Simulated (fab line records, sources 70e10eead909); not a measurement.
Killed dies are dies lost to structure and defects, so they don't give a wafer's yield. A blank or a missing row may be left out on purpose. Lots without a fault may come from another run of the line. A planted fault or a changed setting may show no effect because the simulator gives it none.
Chamber matching | flow nand_harc | NHARC_P_STI_CMP_21 on cmp-03: 4 sister chambers
The step polishes, t overpolish 20 s, target thk 380.67 nm. 14 wafers are shown with their chamber, then 7 later ones without.

WAFERS WITH THEIR CHAMBER
wafer  | chamber | motor_current_A (A) | slurry_filter_dp_kPa (kPa) | overpolish_run_s (s)
L102.3 | 2       | 12.3                | 13.49                      | 20.004
L102.5 | 0       | 9.5                 | 13.71                      | 20.020
L102.6 | 1       | 12.5                | 13.28                      | 20.018
L112.1 | 3       | 10.4                | 13.46                      | 20.013
L112.4 | 1       | 12.3                | 13.64                      | 19.976
L112.5 | 1       | 12.1                | 13.26                      | 19.999
L113.1 | 3       | 10.1                | 13.74                      | 19.974
L113.4 | 2       | 11.4                | 13.40                      | 20.023
L113.5 | 1       | 11.9                | 13.64                      | 20.006
L116.4 | 1       | 12.1                | 13.53                      | 19.996
L116.5 | 1       | 12.7                | 13.40                      | 19.997
L116.6 | 0       | 10.7                | 13.48                      | 19.982
L117.2 | 0       | 10.3                | 13.48                      | 20.002
L117.3 | 1       | 12.3                | 13.31                      | 19.989

SIGNATURES (means of the wafers above)
reading              | chamber 0 | chamber 1 | chamber 2 | chamber 3 | scatter within a chamber
motor_current_A      | 10.167    | 12.271    | 11.850    | 10.250    | 0.404
slurry_filter_dp_kPa | 13.5567   | 13.4371   | 13.4450   | 13.6000   | 0.156
overpolish_run_s     | 20.00133  | 19.99729  | 20.01350  | 19.99350  | 0.0164
Rule: a wafer's distance from a chamber is the root of the sum, over the readings, of the square of ((its reading less the chamber's mean) divided by the reading's scatter). The wafer belongs to the nearest chamber; if the next one is less than 2 further off, it can't be placed. The scatter: the root of (the sum of the squares of (reading less its chamber's mean) over the shown wafers, divided by (wafers less chambers)).

WAFERS WITHOUT THEIR CHAMBER
wafer  | motor_current_A (A) | slurry_filter_dp_kPa (kPa) | overpolish_run_s (s)
L117.6 | 12.5                | 13.47                      | 19.997
L118.3 | 12.0                | 13.54                      | 19.992
L118.4 | 9.7                 | 13.45                      | 19.990
L118.5 | 9.5                 | 13.38                      | 20.012
L119.3 | 10.0                | 13.67                      | 19.999
L119.4 | 11.7                | 13.55                      | 19.982
L119.6 | 12.4                | 13.47                      | 20.014

WHICH CHAMBER EACH WENT THROUGH
wafer  | from the rows above          | in truth
L117.6 | can't be placed: 1 or 2      | 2
L118.3 | can't be placed: 1 or 2      | 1
L118.4 | can't be placed: 0 or 3      | 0
L118.5 | can't be placed: 0 or 3      | 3
L119.3 | can't be placed: 3 or 0      | 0
L119.4 | can't be placed: 1 or 2 or 3 | 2
L119.6 | can't be placed: 1 or 2      | 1
Placed correctly: 0 of 7. Can't be placed from these rows: 7 (the true chamber is among the candidates in 7). Placed wrongly: 0.
